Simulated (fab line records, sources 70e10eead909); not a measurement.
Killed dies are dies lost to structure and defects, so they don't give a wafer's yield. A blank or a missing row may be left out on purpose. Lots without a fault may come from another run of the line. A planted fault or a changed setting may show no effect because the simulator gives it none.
Tool commonality check | flow nand_harc | 3 lots, 9 wafers sampled

WHY IT WAS OPENED
At NHARC_END_SORT_01 the reading killed_at_periphery is flagged on 1 of 3 lots. Wafers without a fault read 4, standard deviation 3.1.
Rule: a lot is flagged when every wafer of it that has a number lies more than 4 standard deviations from that mean, or none has a number. The other lots count as sound.

lot  | measured     | on        | killed_at_periphery, wafer by wafer | flag
L309 | day 25 16:57 | prober-01 | 615 620 622                         | FLAGGED
L324 | day 30 20:00 | prober-02 | 1 3 4                               |
L326 | day 32 20:09 | prober-01 | 3 2 2                               |
The numbers of the flagged lots are 619 on average: +615 against the usual, or +99 or more standard deviations.

WHICH TOOL RAN EACH LOT
The record holds 2 process steps before the reading, out of a route of 1302 steps. In each cell: the tool, then ch and the chambers that the sampled wafers went through, then the start.
lot  | flag    | NHARC_P_ZERO_WELL_DESCUM_26       | NHARC_P_ZERO_WELL_EXPOSE_49
L309 | FLAGGED | rie_diel-03 ch 0,2,3, day 2 18:44 | krf_scanner-02 ch 0, day 2 21:40
L324 |         | rie_diel-13 ch 0,1,3, day 9 00:50 | krf_scanner-02 ch 0, day 9 03:49
L326 |         | rie_diel-03 ch 0,1,3, day 9 20:41 | krf_scanner-02 ch 0, day 9 23:41
What these steps do:
- NHARC_P_ZERO_WELL_DESCUM_26: chemistry O2, time 3 s.
- NHARC_P_ZERO_WELL_EXPOSE_49: exposes mask P HVPW, target cd 2000 nm.
- NHARC_END_SORT_01

FLAGGED OVER TOTAL, TOOL BY TOOL (the gauges that took the reading come last)
step                        | tool           | lots run | flagged | share of the flagged lots | sound lots run after its first flagged lot
NHARC_P_ZERO_WELL_DESCUM_26 | rie_diel-03    | 2        | 1       | all                       | 1 (L326)
NHARC_P_ZERO_WELL_DESCUM_26 | rie_diel-13    | 1        | 0       | none                      | -
NHARC_P_ZERO_WELL_EXPOSE_49 | krf_scanner-02 | 3        | 1       | all                       | 2 (L324,L326)
NHARC_END_SORT_01           | prober-01      | 2        | 1       | all                       | 1 (L326)
NHARC_END_SORT_01           | prober-02      | 1        | 0       | none                      | -

WHAT THE TABLE ALLOWS
3 rows of the table ran every flagged lot: rie_diel-03 at NHARC_P_ZERO_WELL_DESCUM_26, krf_scanner-02 at NHARC_P_ZERO_WELL_EXPOSE_49, prober-01 at NHARC_END_SORT_01.
- rie_diel-03 at NHARC_P_ZERO_WELL_DESCUM_26: 1 of its 2 lots flagged. Sound lots ran on it after the first flagged one (L326), which a lasting fault on the whole tool wouldn't allow.
- krf_scanner-02 at NHARC_P_ZERO_WELL_EXPOSE_49: 1 of its 3 lots flagged. Sound lots ran on it after the first flagged one (L324, L326), which a lasting fault on the whole tool wouldn't allow.
- prober-01 at NHARC_END_SORT_01: 1 of its 2 lots flagged. Sound lots ran on it after the first flagged one (L326), which a lasting fault on the whole tool wouldn't allow.
No row of the table ran every flagged lot and no sound lot after the first.

WHAT THE SIMULATOR HAD PUT IN
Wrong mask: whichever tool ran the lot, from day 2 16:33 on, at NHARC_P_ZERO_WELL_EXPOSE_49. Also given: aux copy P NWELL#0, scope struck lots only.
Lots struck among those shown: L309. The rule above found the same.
